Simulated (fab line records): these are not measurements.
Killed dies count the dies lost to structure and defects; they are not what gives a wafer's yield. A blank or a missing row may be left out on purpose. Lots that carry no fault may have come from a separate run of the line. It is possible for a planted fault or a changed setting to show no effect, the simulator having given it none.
One fault through the eyes of 2 desks :: flow nand_harc :: only its own numbers are on each desk; what lay behind them is given at the end

THE DEFECT DESK
For each lot, the counts of the inspections along the route, averaged over the sampled wafers that have a number. A lot is out of limits, marked OUT, if its mean lies more than 4 standard deviations from the usual mean; the brackets give that distance.
Columns: A = raw_defect_count at NHARC_A_M0_INSPECT_27, usual 513
lot: L733
first seen here: day 23 13:01
A: 386

lot: L732
first seen here: day 23 13:55
A: 740

lot: L734
first seen here: day 23 19:07
A: 480

lot: L731
first seen here: day 24 00:35
A: 424

lot: L735
first seen here: day 24 09:34
A: 527

lot: L737
first seen here: day 24 17:08
A: 331

lot: L739
first seen here: day 25 19:10
A: 451

lot: L748
first seen here: day 29 09:46
A: 492

lot: L749
first seen here: day 30 02:37
A: 624

lot: L750
first seen here: day 30 09:41
A: 674

lot: L751
first seen here: day 31 06:15
A: 562

lot: L752
first seen here: day 31 08:07
A: 657

lot: L753
first seen here: day 31 17:34
A: 489
This desk found nothing out of limits on any of the 13 lots.

DESK OF THE TOOL OWNER: pvd_sputter-02
The tool's own readings at NHARC_A_M1_PVD_21 (deposits Cu, target thk 30 nm, time 20.49 s): means of the sampled wafers that have a number, for each lot that ran on this tool. A lot is out of limits, marked OUT, if its mean lies more than 4 standard deviations from the usual mean; the brackets give that distance.
Columns: A = substrate_temp_c at NHARC_A_M1_PVD_21, usual 30.01 C; B = throttle_valve_pct at NHARC_A_M1_PVD_21, usual 30.0 %
lot: L733
first seen here: day 23 15:55
A: 30.03
B: 30.3

lot: L731
first seen here: day 24 03:20
A: 29.99
B: 29.2

lot: L737
first seen here: day 24 19:52
A: 29.99
B: 30.1

lot: L748
first seen here: day 29 12:40
A: 30.06
B: 30.0

lot: L749
first seen here: day 30 05:36
A: 30.00
B: 30.2
This desk found nothing out of limits on any of the 5 lots.

ALL TOGETHER
The defect desk saw nothing out of limits.
Nothing out of limits was seen by the tool owner's desk.

WHAT HAD BEEN PUT IN BY THE SIMULATOR
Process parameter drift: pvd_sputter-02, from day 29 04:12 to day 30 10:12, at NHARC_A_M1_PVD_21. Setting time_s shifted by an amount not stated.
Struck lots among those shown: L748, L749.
